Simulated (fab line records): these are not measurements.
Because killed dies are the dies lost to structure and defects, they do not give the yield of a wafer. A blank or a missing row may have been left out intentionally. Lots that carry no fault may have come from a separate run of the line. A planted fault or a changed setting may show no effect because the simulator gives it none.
Problem report in the 8D (eight disciplines) form, filled by code -- flow n5-finfet -- the parts of the form that need people (team, actions taken, sign-off) are left out

== 1. WHAT IS WRONG ==
N5_BEOL_M10_VIA_ETCH_34, run-length-s: mean 87.3 s over 1 wafer from 1 lot; wafers with no fault: 92.4 s, standard deviation 0.41. That puts it -12 standard deviations away from the usual mean.
The step: etches SiCOH lowk in C4F6/O2, target depth 184.5 nm, time 69.2 s.
Earliest sighting: wafer L845.2 on rie-diel-06 at day 15 17:58. Wafers with a number at this step in the record: 26, from 9 lots. By rule, "out" or "out of limits" means more than 4 standard deviations away from the usual mean. Any other wafer with a number is counted as sound.

== 2. WHAT THIS IS AND IS NOT ==
question,is,is not
which readings at this step,run-length-s,"drypump-motor-current-A, oes-product-au, rf-vpp-V, showerhead-plenum-p-Torr, throttle-valve-pct"
which lots,L845,"L825, L827, L828, L829, L836, L837, L839, L840"
which wafers of those lots,L845.2,L845.3
read on which tools,rie-diel-06,"rie-diel-02, rie-diel-05"
when,from day 15 17:58,up to then (25 sound wafers)

== 3. WHAT RULES OUT EACH SUSPECT ==
Counting: a tool at a process step up to the reading stays a suspect if it ran every lot that is out. Sound lots after the first of them don't rule it out here, since some wafers of a struck lot are sound.
- rie-diel-06 at N5_BEOL_M10_ETCH_61 (etches SiARC in CF4, target depth 39 nm, time 65 s): kept. It processed L845, the lot that is out, at day 15 15:37, and its most recent sound lot before then was L840 at day 14 01:10.
- rie-diel-06 at N5_BEOL_M10_ETCH_65 (etches SiARC in CF4, target depth 39 nm, time 65 s): kept. It processed L845, the lot that is out, at day 15 17:47, and its most recent sound lot before then was L837 at day 13 18:26.
- rie-diel-06 at N5_BEOL_M10_VIA_ETCH_34 (etches SiCOH lowk in C4F6/O2, target depth 184.5 nm, time 69.2 s): kept. It processed L845, the lot that is out, at day 15 17:58, and its most recent sound lot before then was L837 at day 13 18:36. Out on those wafers are its own readings of run-length-s.
- Within rie-diel-06 at N5_BEOL_M10_ETCH_61, the wafers that are out were processed in chamber 3 and their sound lot-mates in chamber 1.
- Within rie-diel-06 at N5_BEOL_M10_ETCH_65, the wafers that are out were processed in chamber 3 and their sound lot-mates in chamber 2.
- Within rie-diel-06 at N5_BEOL_M10_VIA_ETCH_34, the wafers that are out were processed in chamber 3 and their sound lot-mates in chamber 2.
rie-diel-06 at N5_BEOL_M10_ETCH_61, rie-diel-06 at N5_BEOL_M10_ETCH_65 and rie-diel-06 at N5_BEOL_M10_VIA_ETCH_34 are what is left after counting.

== 4. THE CAUSE (what the simulator had put in) ==
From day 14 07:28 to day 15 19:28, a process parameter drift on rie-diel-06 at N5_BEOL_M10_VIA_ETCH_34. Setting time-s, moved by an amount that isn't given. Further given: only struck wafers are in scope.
Counting left 3 suspects, and this tool is among them.

== 5. THE CHAIN OF EFFECTS, in route order ==
Each row: a reading whose mean over the struck wafers that have a number lies more than 3 standard deviations from the usual. Only readings for which the record gives a usual standard deviation are gone through. hours: the time from each lot's start at the first step in this table that gives one to its start at this step, as a median over the lots. sigmas: the change in usual standard deviations.
hours,step,reading,usual,on struck wafers,change,sigmas
0,N5_BEOL_M10_VIA_ETCH_34,run-length-s,92.4 s,87.3,-5.1,-12
The process steps in it:
- N5_BEOL_M10_VIA_ETCH_34: etches SiCOH lowk in C4F6/O2, target depth 184.5 nm, time 69.2 s.
Readings that are blank on the struck wafers while sound wafers have them: bias-w at N5_BEOL_M10_VIA_ETCH_34.

== 6. WHAT WOULD HAVE CAUGHT IT SOONER ==
34 hours passed between the start of the fault at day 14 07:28 and the first reading out of limits in this record, taken at day 15 17:58.
